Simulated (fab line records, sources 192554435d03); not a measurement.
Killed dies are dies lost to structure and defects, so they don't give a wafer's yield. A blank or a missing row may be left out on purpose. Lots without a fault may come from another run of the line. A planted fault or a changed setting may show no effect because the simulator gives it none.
A struck lot beside a sound one | flow n5_finfet | 14 steps out of a route of 1938
Sound: wafers L891.2, L891.4, L891.5. Struck: wafers L888.1, L888.2, L888.4. The cause comes at the end.
At each step with rows: each side's tool, then ch and its chambers, then its first start. Under that, the readings that differ: sound wafers | struck wafers | difference of the means | sigmas: that difference in standard deviations of wafers without a fault.
alike: readings whose means differ by less than 2 such deviations, and words and numbers that are the same on both sides. not compared: withheld readings, readings that some wafer has no value for, bounds like >300 that may hide the same value, and numbers for which the record gives no deviation and whose values overlap.
The two part at a step that has a row with sigmas, a row that says differs or no value, or rows on one side only. Numbers that don't overlap but have no deviation are shown without sigmas and don't part them. A reading that every wafer of one side lacks parts them only if that side has two wafers or more.

N5_BEOL_M14_ETCH_59: etches BARC in N2/H2, target depth 89 nm, overetch 26.7 nm, time 67.9 s.
  sound on rie_diel-01 ch 1,2,3, day 14 00:04; struck on rie_diel-02 ch 0,1,2, day 13 06:55
  alike: drypump_motor_current_A, oes_product_au, rf_vpp_V, showerhead_plenum_p_Torr, throttle_valve_pct
  not compared: rf_hours_counter_h
N5_BEOL_M14_VIA_ETCH_16: etches SiO2 in C4F8/O2/Ar, target depth 1231.3 nm.
  sound on rie_diel-01 ch 1,2,3, day 14 00:07; struck on rie_diel-02 ch 0,1,2, day 13 06:58
  alike: drypump_motor_current_A, he_inner_torr, oes_product_au, rf_vpp_V, showerhead_plenum_p_Torr, throttle_valve_pct
N5_BEOL_M14_STRIP_63: strips in O2.
  sound on rie_diel-01 ch 1,2,3; struck on rie_diel-02 ch 0,1,2
  alike: drypump_motor_current_A, o2_flow_sccm, oes_product_au, rf_vpp_V, showerhead_plenum_p_Torr, throttle_valve_pct
  not compared: rf_hours_counter_h
N5_BEOL_M14_STRIP_64: strips in O2.
  sound on rie_diel-01 ch 1,2,3; struck on rie_diel-02 ch 0,1,2
  alike: drypump_motor_current_A, o2_flow_sccm, oes_product_au, rf_vpp_V, showerhead_plenum_p_Torr, throttle_valve_pct
  not compared: rf_hours_counter_h
then, 2 steps without rows for these wafers: N5_BEOL_M14_STRIP_71 (strips in post etch residue remover, time 60 s); N5_BEOL_M14_SRD_72 (time 30 s, dry time 30 s).
N5_BEOL_M14_CD_MEAS_17: target cd 250 nm.
  sound on cd_sem-02, day 14 00:28; struck on cd_sem-03, day 13 07:19
  alike: cd_nm
then, 5 steps without rows for these wafers: N5_BEOL_M14_COAT_65 (time 60 s, resist thk 450 nm); N5_BEOL_M14_COAT_66 (time 60 s, resist thk 110 nm); N5_BEOL_M14_COAT_22 (resist thk 300 nm); N5_BEOL_M14_EBR_24; N5_BEOL_M14_SOFTBAKE_23 (time 60 s).
N5_BEOL_M14_EXPOSE_25: exposes mask M14, target cd 280 nm.
  sound on krf_scanner-01 ch 0, day 14 00:37; struck on krf_scanner-02, day 13 07:28
  no value came back on the struck wafers for exposure_dose_mJ_cm2, focus_offset_nm (nm); on the sound wafers exposure_dose_mJ_cm2 reads 26.620 26.585 26.577
  alike: mask
then, 1 step without rows for these wafers: N5_BEOL_M14_PEB_26 (peb time 90 s).

WHERE THEY PART
Only at N5_BEOL_M14_EXPOSE_25, within this record.

WHY: what the simulator had put in
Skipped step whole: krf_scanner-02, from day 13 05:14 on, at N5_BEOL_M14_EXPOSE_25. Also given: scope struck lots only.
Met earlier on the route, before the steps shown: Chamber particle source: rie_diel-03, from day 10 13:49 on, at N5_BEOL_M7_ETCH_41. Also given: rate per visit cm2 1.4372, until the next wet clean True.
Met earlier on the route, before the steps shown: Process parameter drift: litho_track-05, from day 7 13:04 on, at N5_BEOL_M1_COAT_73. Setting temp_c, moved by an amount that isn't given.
